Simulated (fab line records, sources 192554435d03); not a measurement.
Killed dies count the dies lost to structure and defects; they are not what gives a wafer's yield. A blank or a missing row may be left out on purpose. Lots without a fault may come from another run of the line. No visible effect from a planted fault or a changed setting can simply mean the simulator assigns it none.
Matching of chambers -- flow n5-finfet -- rie-diel-06 running N5_BEOL_M9_STRIP_36: 4 sister chambers
The step strips in N2/H2. 4 wafers are shown with their chamber, then 9 later ones without.

WAFERS, EACH WITH ITS CHAMBER
wafer,chamber,drypump-motor-current-A (A)
L087.3,2,6.7
L087.4,3,5.6
L092.2,0,6.4
L092.3,1,5.8

WAFERS WHOSE CHAMBER IS MISSING
wafer,drypump-motor-current-A (A)
L094.2,6.4
L094.3,5.8
L094.4,6.4
L093.1,5.5
L093.2,5.8
L093.4,5.6
L095.3,5.8
L095.4,6.7
L095.5,6.7

EACH ONE'S CHAMBER
wafer,from the rows above,in truth
L094.2,0,0
L094.3,1,1
L094.4,0,0
L093.1,3,3
L093.2,1,1
L093.4,3,3
L095.3,1,1
L095.4,2,2
L095.5,2,2
Correct placement for 9 of the 9. Can't be placed from these rows: 0. Placed wrongly: 0.
How it was worked out, from the rows above alone: a wafer's distance from a chamber is the root of the sum, over the readings, of the square of ((its reading less the chamber's mean) divided by the reading's scatter). If the next closest chamber is less than 2 further off than the closest, the wafer can't be placed; otherwise it belongs to the closest. The mean given for a chamber averages the wafers shown for that chamber. The scatter: with one shown wafer a chamber, the root of the mean of the squares of how far each hidden wafer lies from its nearest shown one.
